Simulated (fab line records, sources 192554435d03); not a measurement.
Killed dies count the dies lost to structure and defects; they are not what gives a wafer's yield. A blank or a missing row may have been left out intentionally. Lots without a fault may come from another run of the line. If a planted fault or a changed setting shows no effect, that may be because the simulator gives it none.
Comparing a struck lot with a sound one -- flow n5Finfet -- 16 out of 1938 route steps
Sound: the wafers L928.1, L928.5, L928.6. Struck: wafers L939.4, L939.6 (left out: L939.2, a lot-mate that was not struck); the cause follows at the end.
At each step with rows: each side's tool, then ch and its chambers, then its first start. Under that, the readings that differ: sound wafers -- struck wafers -- difference of the means -- sigmas: that difference in standard deviations of wafers without a fault.
alike: same words and numbers on both sides, and readings whose means sit less than 2 such deviations apart. not compared: any withheld reading, any reading some wafer has no value for, any bound like >300 that may hide the same value, and any number with overlapping values for which the record gives no deviation.
A row with sigmas, a row that says differs or no value, or rows on one side alone: a step with any of these is where the two part. Numbers that don't overlap but have no deviation are shown without sigmas and don't part them. Lack of a reading on every wafer of one side parts them only where that side has two or more wafers.

first, 6 steps without rows for these wafers: N5_BEOL_M4_COAT_22 (resist thk 30 nm); N5_BEOL_M4_EBR_24; N5_BEOL_M4_SOFTBAKE_23 (time 60 s); N5_BEOL_M4_EXPOSE_25 (exposes mask V3, defocus 5 nm); N5_BEOL_M4_PEB_26 (peb time 60 s); N5_BEOL_M4_DEVELOP_27 (develop time 30 s).
N5_BEOL_M4_CD_MEAS_28: target cd 26.2 nm, target cd y 24.1 nm.
  sound on cdSem-02 ch 0, day 10 02:55; struck on cdSem-01 ch 0, day 13 08:53
  alike: cdNm
N5_BEOL_M4_OVL_MEAS_29:
  sound on overlay-02 ch 0, day 10 02:57; struck on overlay-01 ch 0, day 13 08:55
  alike: V3_OVL
N5_BEOL_M4_INSPECT_30: inspects for defects (brightfield).
  sound on defectInspect-02, day 10 03:01; struck on defectInspect-01, day 13 08:58
  alike: rawDefectCount
N5_BEOL_M4_DESCUM_33: chemistry O2, time 7 s.
  sound on rieDiel-01 ch 0,2,3, day 10 03:08; struck on rieDiel-04 ch 0,1, day 13 09:12
  alike: biasPowerW, drypumpMotorCurrentA, oesProductAu, rfVppV, showerheadPlenumPTorr, throttleValvePct
  not compared: rfHoursCounterH
N5_BEOL_M4_ETCH_77: etches underlayer in N2/H2, target depth 6.5 nm, time 5.2 s.
  sound on rieDiel-01 ch 0,2,3, day 10 03:10; struck on rieDiel-04 ch 0,1, day 13 09:14
  alike: drypumpMotorCurrentA, etchRfOnTimeS, h2FlowSccm, oesProductAu, rfVppV, showerheadPlenumPTorr, throttleValvePct
  not compared: rfHoursCounterH
N5_BEOL_M4_ETCH_69: etches SiARC in CF4, target depth 15.6 nm, time 26 s.
  sound on rieDiel-01 ch 0,2,3, day 10 03:11; struck on rieDiel-04 ch 0,1, day 13 09:15
reading,sound,struck,difference,sigmas
rfVppV (V),185.1 182.8 182.9,187.5 185.6,+3.0,+2
  alike: drypumpMotorCurrentA, etchRfOnTimeS, mfcArSccm, oesProductAu, showerheadPlenumPTorr, throttleValvePct
  not compared: rfHoursCounterH
N5_BEOL_M4_ALD_98: deposits SiO2, target thk 2.5 nm, pulse time 1 s, co reactant pulse time 1 s.
  sound on aldSin-04 ch 2,3, day 10 03:16; struck on aldSin-04 ch 0,1, day 13 09:32
reading,sound,struck,difference,sigmas
aldCycles,17 17 17,6 6,-11,
model.SiO2_of_BEOL_M4_ALD_98.thkNm (nm),2.6 2.6 2.4,1 0.8,-2,
  alike: heaterPowerW, precursorPulseHeightRel
N5_BEOL_M4_ETCHBACK_99: etches SiO2 in CHF3, target depth 5 nm, time 10.4 s.
  sound on rieDiel-04 ch 0,2,3, day 10 07:45; struck on rieDiel-01 ch 2, day 13 17:07
  alike: drypumpMotorCurrentA, mfcArSccm, oesProductAu, rfVppV, showerheadPlenumPTorr, throttleValvePct
  not compared: rfHoursCounterH
N5_BEOL_M4_RC_MEAS_101:
  sound on prober-02 ch 0, day 10 12:05; struck on prober-01 ch 0, day 13 22:01
  alike: DIBL_N, DIBL_P, IOFF_N, IOFF_P, ION_N, ION_P, SS_N, SS_P, VT_N, VT_P
-- the record jumps here: 5 days lie between the struck wafers' starts before and after (it left off in module BEOL_M4 and takes up again in module PASSIVATION, whose first step shown is number 1936 of the route) --
N5_PASSIVATION_PROBE_49:
  sound on prober-01, day 15 10:00; struck on prober-02, day 18 21:47
reading,sound,struck,difference,sigmas
killed_at_M0_to_M3,42 38 47,25 14,-23,-2
  alike: defectLimitedYield, killed_at_M4_up, killedAtContacts, killedAtFrontEnd, killedAtOther, killedDies, killedOpen, killedShort, sort_bin_5_function, sort_bin_6_memory, sortNPass, sortYieldPct

== WHERE THEY PART ==
Last at N5_PASSIVATION_PROBE_49 as far as this record goes, first at N5_BEOL_M4_ETCH_69.

WHY: what the simulator had put in
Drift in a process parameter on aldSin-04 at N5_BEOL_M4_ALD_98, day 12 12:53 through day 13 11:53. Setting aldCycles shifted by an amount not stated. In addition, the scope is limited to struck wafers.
